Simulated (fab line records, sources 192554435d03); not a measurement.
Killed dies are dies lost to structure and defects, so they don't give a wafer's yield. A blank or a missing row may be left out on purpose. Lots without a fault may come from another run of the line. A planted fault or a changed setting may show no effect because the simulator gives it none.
fab line records | flow n5_finfet
record lots=7 wafers=21
route steps=1938 shown PASSIVATION@1916
start_h: hours from the record's first day to the start of the lot's first wafer shown | wait_h: hours since the lot's step before | " the same as in the row above | L1.1+2: a row that stands for several wafers | - no value, or no start given | * or withheld: withheld | < > ~ a bound
route shown NAME@n: a module of which the file shows steps, and the number in the route of the first | usual: mean/standard deviation of fault-free wafers | same: alike in all rows | chamber/n: place in a boat | sites: the reading at each site | _std_site: their standard deviation | _edge_site: outer sites' mean less inner sites' | radius_mm: how far each site lies from the wafer's centre | mask NAME#n: copy n | behind: the tool/chamber that last shaped the wafer | hold: why the lot was held/for how many hours/how that ended | device: the transistor (n, p or np) that didn't switch | end of line: the same wafers' tests at the end of the route | a step without rows: its recipe alone | killed: dies lost to structure and defects at the first sort, not the wafer's yield | map: a wafer's dies, x killed, . not, _ none there
set.NAME: the setting as run; set.NAME@STEP: as run at that earlier step | model.NAME: the simulator's own value behind a step, which no gauge read
lots whose settings were changed on purpose; a table a step, a row a wafer
## steps
# step N5_PASSIVATION_PECVD_35
# recipe material=SiNx target_thk_a=7000 temp_c=400 precursor=SiH4/NH3/N2 pressure_torr=4.9 rf_w=1406 time_s=151.3
# columns lot.wafer tool chamber start_h wait_h set.time_s model.SiNx_of_PASSIVATION_PECVD_35.thk_nm
L076.3 pecvd-02 2 278.43 0.1 151.3 697.2
L076.4 " 1 " " 151.3 714.4
L076.5 " 2 " " 158 740
L077.1 pecvd-03 2 283.65 0.1 151.3 684.2
L077.3 " 0 " " 151.3 706
L077.4 " 1 " " 151.3 703.8
L078.1 pecvd-02 0 301.33 0.1 162.2 734.2
L078.4 " 0 " " 151.3 704
L078.6 " 2 " " 162.2 753.2
L079.1 pecvd-02 2 309.46 0.1 151.3 700.4
L079.2 " 1 " " 151.3 702.6
L079.3 " 2 " " 151.3 712.2
L085.1 pecvd-02 2 332.05 0.1 151.3 695
L085.3 " 0 " " 151.3 694.4
L085.4 " 0 " " 139.5 649.6
L083.3 pecvd-03 0 332.18 0.1 151.3 694
L083.5 " 0 " " 151.3 707.4
L083.6 " 2 " " 151.3 695.6
L092.2 pecvd-03 1 388.68 0.1 130.4 590.4
L092.4 " 0 " " 151.3 711.2
L092.5 " 1 " " 130.4 593.8
# step N5_PASSIVATION_HMDS_37
# recipe time_s=60 temp_c=120
# step N5_PASSIVATION_COAT_38
# recipe spin_rpm=3000 resist_thk_nm=withheld
# step N5_PASSIVATION_SRD_72
# recipe dry=ipa_marangoni time_s=30 temp_c=23 rinse_liquid=diw
# step N5_PASSIVATION_ANNEAL_56
# recipe temp_c=400 time_s=1800 ambient=FGA idle_temp_c=300 ramp_up_c_per_min=5 ramp_down_c_per_min=3
# step N5_PASSIVATION_PROBE_49
# usual defect_limited_yield=91.3/1.7 killed_at_M0_to_M3=33/11 killed_at_M4_up=14/5.5 killed_at_contacts=13/6.5 killed_at_front_end=39/13 killed_at_other=3.4/2.9 killed_dies=103/20 killed_open=69/15 killed_short=32/8.1 sort_bin_5_function=5.1/1.1 sort_bin_6_memory=3.3/0.74 sort_bin_8_speed=0.00/0.014 sort_n_pass=1077/20 sort_yield_pct=91.3/1.7
# same gross_dies=1180 killed_at_back_side=0 sort_bin_4_leakage[%]=0
# columns lot.wafer tool chamber start_h wait_h set.time_s@PASSIVATION_PECVD_35 defect_limited_yield[%] killed_at_M0_to_M3 killed_at_M4_up killed_at_contacts killed_at_front_end killed_at_other killed_dies killed_open killed_short sort_bin_5_function[%] sort_bin_6_memory[%] sort_bin_8_speed[%] sort_n_pass sort_yield_pct[%]
L076.3 prober-02 - 282.17 0.1 151.3 90.3 52 9 19 34 1 115 61 35 6.0 3.4 0 1065 90.3
L076.4 prober-02 - 282.22 0.2 151.3 87.5 92 7 18 29 1 147 52 16 6.8 5.3 0 1033 87.5
L076.5 prober-02 - 282.27 0.2 158 82.8 124 12 15 42 10 203 74 32 10.8 5.6 0 977 82.8
L077.1 prober-01 - 287.66 0.0 151.3 90.6 33 15 8 50 5 111 74 34 5.9 3.2 0 1069 90.6
L077.3 prober-01 - 287.76 0.1 151.3 88.2 30 20 24 58 7 139 89 49 6.9 4.2 0 1041 88.2
L077.4 prober-01 - 287.81 0.2 151.3 84.9 30 17 35 90 6 178 125 45 8.6 5.6 0 1002 84.9
L078.1 prober-01 - 305.11 0.0 162.2 68.0 108 26 15 36 193 378 98 33 25.4 5.9 0 802 68.0
L078.4 prober-01 - 305.26 0.2 151.3 87.9 78 16 9 37 3 143 64 23 6.5 5.1 0 1037 87.9
L078.6 prober-01 - 305.36 0.3 162.2 76.9 26 13 8 31 194 272 60 26 20.2 2.8 0.08 907 76.9
L079.1 prober-02 - 313.48 0.0 151.3 88.5 42 28 8 55 3 136 91 40 6.7 4.1 0 1044 88.5
L079.2 prober-02 - 313.53 0.1 151.3 86.9 45 14 21 73 2 155 112 39 8.5 4.1 0 1025 86.9
L079.3 prober-02 - 313.58 0.1 151.3 2.7 1081 9 8 47 3 1148 87 32 92.2 4.9 0 32 2.7
L085.1 prober-01 - 335.75 0.0 151.3 29.5 55 7 8 19 743 832 64 24 67.3 3.0 0 348 29.5
L085.3 prober-01 - 335.85 0.1 151.3 27.3 71 4 11 24 748 858 71 40 69.4 3.2 0 322 27.3
L085.4 prober-01 - 335.90 0.2 139.5 90.1 50 13 16 36 2 117 79 36 6.0 3.4 0 1063 90.1
L083.3 prober-02 - 336.44 0.1 151.3 89.4 41 9 16 25 34 125 63 31 7.5 3.0 0 1055 89.4
L083.5 prober-02 - 336.54 0.2 151.3 6.9 1042 10 17 26 3 1098 59 24 66.7 14.7 0 82 6.9
L083.6 prober-02 - 336.59 0.3 151.3 91.2 41 7 12 40 4 104 66 36 5.0 3.6 0.08 1076 91.2
L092.2 prober-02 - 393.83 0.1 130.4 89.7 34 19 23 43 3 122 76 43 5.4 4.6 0 1058 89.7
L092.4 prober-02 - 393.93 0.2 151.3 91.4 34 19 19 26 3 101 77 22 5.2 3.4 0 1079 91.4
L092.5 prober-02 - 393.98 0.2 130.4 17.5 898 20 15 35 5 973 77 31 78.5 3.8 0 207 17.5
# killed by level:class
L076.3 BEOL_M0_SAQP:area_ald=14 MOL_CONTACT_COAG:geometric_particle:open=12 BEOL_M0_SAQP:geometric_particle:open=12 FIN_SAQP:geometric_particle:short=8 STI_FIN_REVEAL:geometric_particle:open=7 BEOL_M0_SAQP:geometric_particle:short=7 BEOL_M2:geometric_particle:open=7 MOL_CONTACT_COAG:geometric_particle:short=6
L076.4 BEOL_M2:area_expose=69 MOL_CONTACT_COAG:geometric_particle:open=15 STI_FIN_REVEAL:geometric_particle:open=11 BEOL_M0_SAQP:area_ald=10 FIN_SAQP:geometric_particle:open=3 GATE_CUT:geometric_particle:short=3 MOL_CONTACT_COAG:geometric_particle:short=3 BEOL_M0_SAQP:geometric_particle:open=3
L076.5 BEOL_M2:area_expose=87 STI_FIN_REVEAL:geometric_particle:open=16 MOL_CONTACT_COAG:geometric_particle:open=13 BEOL_M0_SAQP:geometric_particle:short=11 BEOL_M0_SAQP:geometric_particle:open=10 PASSIVATION:area_pecvd=10 FIN_SAQP:geometric_particle:open=6 GATE_CUT:geometric_particle:short=6
L077.1 FIN_SAQP:geometric_particle:open=20 BEOL_M0_SAQP:geometric_particle:open=8 FIN_SAQP:geometric_particle:short=7 MOL_CONTACT_COAG:geometric_particle:open=7 BEOL_M0_SAQP:geometric_particle:short=7 BEOL_M3:geometric_particle:open=7 GATE_CUT:geometric_particle:short=5 BEOL_M4:geometric_particle:open=5
L077.3 MOL_CONTACT_COAG:geometric_particle:open=19 FIN_SAQP:geometric_particle:short=16 BEOL_M2:geometric_particle:open=14 FIN_SAQP:geometric_particle:open=13 BEOL_M4:geometric_particle:open=6 BEOL_M0_SAQP:geometric_particle:short=5 MOL_CONTACT_COAG:geometric_particle:short=5 BEOL_M6:geometric_particle:open=5
L077.4 FIN_SAQP:geometric_particle:open=37 MOL_CONTACT_COAG:geometric_particle:open=28 STI_FIN_REVEAL:geometric_particle:open=15 FIN_SAQP:geometric_particle:short=10 BEOL_M4:geometric_particle:open=8 MOL_CONTACT_COAG:geometric_particle:short=7 BEOL_M0_SAQP:geometric_particle:open=7 BEOL_M0_SAQP:geometric_particle:short=5
L078.1 PASSIVATION:area_pecvd=190 BEOL_M2:area_expose=55 BEOL_M4:geometric_particle:open=15 BEOL_M0_SAQP:geometric_particle:open=14 BEOL_M3:geometric_particle:open=14 MOL_CONTACT_COAG:geometric_particle:open=11 FIN_SAQP:geometric_particle:short=8 FIN_SAQP:geometric_particle:open=7
L078.4 BEOL_M2:area_expose=56 FIN_SAQP:geometric_particle:short=9 MOL_CONTACT_COAG:geometric_particle:open=9 FIN_SAQP:geometric_particle:open=8 DUMMY_GATE:geometric_particle:open=8 BEOL_M4:geometric_particle:open=8 BEOL_M3:geometric_particle:open=6 BEOL_M1:geometric_particle:open=6
L078.6 PASSIVATION:area_pecvd=186 FIN_SAQP:geometric_particle:open=10 BEOL_M1:geometric_particle:open=10 FIN_SAQP:geometric_particle:short=9 MOL_CONTACT_COAG:geometric_particle:open=6 BEOL_M3:geometric_particle:open=6 BEOL_M4:geometric_particle:open=5 STI_FIN_REVEAL:geometric_particle:open=4
L079.1 STI_FIN_REVEAL:geometric_particle:open=18 BEOL_M0_SAQP:geometric_particle:open=11 FIN_SAQP:geometric_particle:open=10 BEOL_M3:geometric_particle:open=9 BEOL_M0_SAQP:geometric_particle:short=8 FIN_SAQP:geometric_particle:short=6 BEOL_M2:geometric_particle:open=6 BEOL_M5:geometric_particle:open=6
L079.2 STI_FIN_REVEAL:geometric_particle:open=35 FIN_SAQP:geometric_particle:open=16 MOL_CONTACT_COAG:geometric_particle:open=16 BEOL_M0_SAQP:geometric_particle:short=14 BEOL_M0_SAQP:geometric_particle:open=8 BEOL_M2:geometric_particle:open=8 BEOL_M3:geometric_particle:open=7 BEOL_M5:geometric_particle:open=7
L079.3 BEOL_M0_SAQP:area_ald=1026 STI_FIN_REVEAL:geometric_particle:open=20 BEOL_M0_SAQP:geometric_particle:open=14 FIN_SAQP:geometric_particle:open=8 BEOL_M0_SAQP:geometric_particle:short=8 FIN_SAQP:geometric_particle:short=7 BEOL_M3:geometric_particle:open=7 BEOL_M0:geometric_particle:open=7
L085.1 PASSIVATION:area_pecvd=741 BEOL_M0_SAQP:geometric_particle:open=18 BEOL_M1:geometric_particle:open=14 BEOL_M0_SAQP:geometric_particle:short=7 MOL_CONTACT_COAG:geometric_particle:open=6 BEOL_M2:geometric_particle:open=6 DUMMY_GATE:geometric_particle:open=4 BEOL_M3:geometric_particle:short=4
L085.3 PASSIVATION:area_pecvd=747 BEOL_M0_SAQP:geometric_particle:open=30 BEOL_M0_SAQP:geometric_particle:short=20 MOL_CONTACT_COAG:geometric_particle:open=8 DUMMY_GATE:geometric_particle:open=6 BEOL_M1:geometric_particle:open=5 BEOL_M1:geometric_particle:short=5 FIN_SAQP:geometric_particle:short=4
L085.4 BEOL_M1:geometric_particle:open=16 MOL_CONTACT_COAG:geometric_particle:open=14 BEOL_M0_SAQP:geometric_particle:open=11 DUMMY_GATE:geometric_particle:open=10 BEOL_M0_SAQP:geometric_particle:short=10 STI_FIN_REVEAL:geometric_particle:open=5 BEOL_M4:geometric_particle:open=5 FIN_SAQP:geometric_particle:open=4
L083.3 PASSIVATION:area_pecvd=31 MOL_CONTACT_COAG:geometric_particle:open=13 BEOL_M3:geometric_particle:open=12 BEOL_M0_SAQP:geometric_particle:short=11 BEOL_M0_SAQP:geometric_particle:open=8 STI_FIN_REVEAL:geometric_particle:open=4 BEOL_M1:geometric_particle:open=4 BEOL_M2:geometric_particle:open=4
L083.5 BEOL_M2:area_expose=1008 MOL_CONTACT_COAG:geometric_particle:open=12 BEOL_M0_SAQP:geometric_particle:open=10 BEOL_M0_SAQP:geometric_particle:short=9 FIN_SAQP:geometric_particle:open=7 MOL_CONTACT_COAG:geometric_particle:short=5 BEOL_M4:geometric_particle:short=4 DUMMY_GATE:geometric_particle:open=4
L083.6 MOL_CONTACT_COAG:geometric_particle:open=11 BEOL_M0_SAQP:geometric_particle:short=11 BEOL_M3:geometric_particle:open=10 FIN_SAQP:geometric_particle:short=8 STI_FIN_REVEAL:geometric_particle:open=8 FIN_SAQP:geometric_particle:open=7 BEOL_M1:geometric_particle:open=7 BEOL_M0_SAQP:geometric_particle:open=5
L092.2 MOL_CONTACT_COAG:geometric_particle:open=20 DUMMY_GATE:geometric_particle:open=9 BEOL_M0_SAQP:geometric_particle:short=9 FIN_SAQP:geometric_particle:open=8 FIN_SAQP:geometric_particle:short=8 BEOL_M3:geometric_particle:short=6 BEOL_M2:geometric_particle:open=6 BEOL_M3:geometric_particle:open=5
L092.4 MOL_CONTACT_COAG:geometric_particle:open=14 BEOL_M4:geometric_particle:open=12 STI_FIN_REVEAL:geometric_particle:open=9 BEOL_M3:geometric_particle:open=8 FIN_SAQP:geometric_particle:open=6 BEOL_M0_SAQP:geometric_particle:open=6 BEOL_M2:geometric_particle:open=6 BEOL_M1:geometric_particle:open=5
L092.5 BEOL_M0_SAQP:area_ald=863 BEOL_M2:geometric_particle:open=20 MOL_CONTACT_COAG:geometric_particle:open=11 BEOL_M4:geometric_particle:open=9 FIN_SAQP:geometric_particle:open=7 STI_FIN_REVEAL:geometric_particle:open=5 DUMMY_GATE:geometric_particle:open=5 BEOL_M2:geometric_particle:short=5
## key
split step=N5_PASSIVATION_PECVD_35 setting=time_s stated=151.3 by=wafer
response step=N5_PASSIVATION_PECVD_35 reading=model.SiNx_of_PASSIVATION_PECVD_35.thk_nm change=+7.53 per=1% r=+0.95
response step=N5_PASSIVATION_PROBE_49 reading=killed_at_other shape=bent at_lowest=4 at_stated=104.4 at_highest=193.5
